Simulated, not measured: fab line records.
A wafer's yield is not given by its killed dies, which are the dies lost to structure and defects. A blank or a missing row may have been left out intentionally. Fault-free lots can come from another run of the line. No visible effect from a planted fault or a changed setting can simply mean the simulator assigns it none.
Chamber matching ; flow nand harc ; NHARC_A_M0_ETCH_34 on rie diel-01: 4 sister chambers
The step etches the open film in N2/H2, target depth 40 nm, overetch 12 nm, time 43.94 s. 16 wafers are shown with their chamber, then 8 later ones without.

WAFERS PAIRED WITH THEIR CHAMBERS
wafer;chamber;rf vpp V (V);oes product au (a.u.);throttle valve pct (%)
L834.1;2;434.1;1.000;14.181
L834.4;0;427.9;0.993;14.182
L834.6;1;427.3;1.012;14.187
L835.1;0;427.4;0.994;14.186
L835.2;1;427.4;1.002;14.160
L835.5;2;434.8;0.995;14.178
L844.3;2;434.9;1.002;14.163
L844.5;3;434.7;1.020;14.163
L844.6;0;426.4;1.005;14.168
L843.2;1;427.3;0.997;14.174
L843.4;0;426.6;0.988;14.190
L843.5;2;435.3;0.996;14.167
L846.1;1;429.0;0.996;14.163
L846.3;0;425.9;0.990;14.161
L846.4;2;435.1;0.994;14.167
L845.1;2;433.8;1.005;14.182

SIGNATURES (means of the wafers above)
reading;chamber 0;chamber 1;chamber 2;chamber 3;scatter within a chamber
rf vpp V;426.840;427.750;434.667;434.700;0.73
oes product au;0.99400;1.00175;0.99867;1.02000;0.00599
throttle valve pct;14.17740;14.17100;14.17300;14.16300;0.0108
Rule: a wafer lies at a distance from a chamber equal to the root of the sum of squares, over the readings, of (its reading less the chamber's mean, divided by the reading's scatter). The wafer belongs to the nearest chamber; if the next one is less than 2 further off, it can't be placed. How the scatter is found: for the shown wafers, subtract from each reading the mean of its chamber, square and add these, divide the total by (wafers less chambers), then take the root.

WAFERS MISSING THEIR CHAMBER
wafer;rf vpp V (V);oes product au (a.u.);throttle valve pct (%)
L845.2;433.8;1.017;14.176
L845.5;435.4;0.984;14.156
L847.1;427.8;0.988;14.163
L847.2;433.2;1.007;14.143
L847.6;435.9;0.996;14.178
L850.1;433.4;0.993;14.190
L850.4;425.9;0.998;14.162
L850.6;435.0;0.998;14.189

WHICH CHAMBER EACH ONE RAN IN
wafer;from the rows above;in truth
L845.2;can't be placed: 3 or 2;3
L845.5;2;2
L847.1;can't be placed: 0 or 1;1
L847.2;can't be placed: 3 or 2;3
L847.6;2;2
L850.1;2;2
L850.4;can't be placed: 0 or 1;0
L850.6;2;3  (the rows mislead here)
Correctly placed: 3 of 8. These rows do not allow placing 4 (true chamber among the candidates in 4). Number placed wrongly: 1.
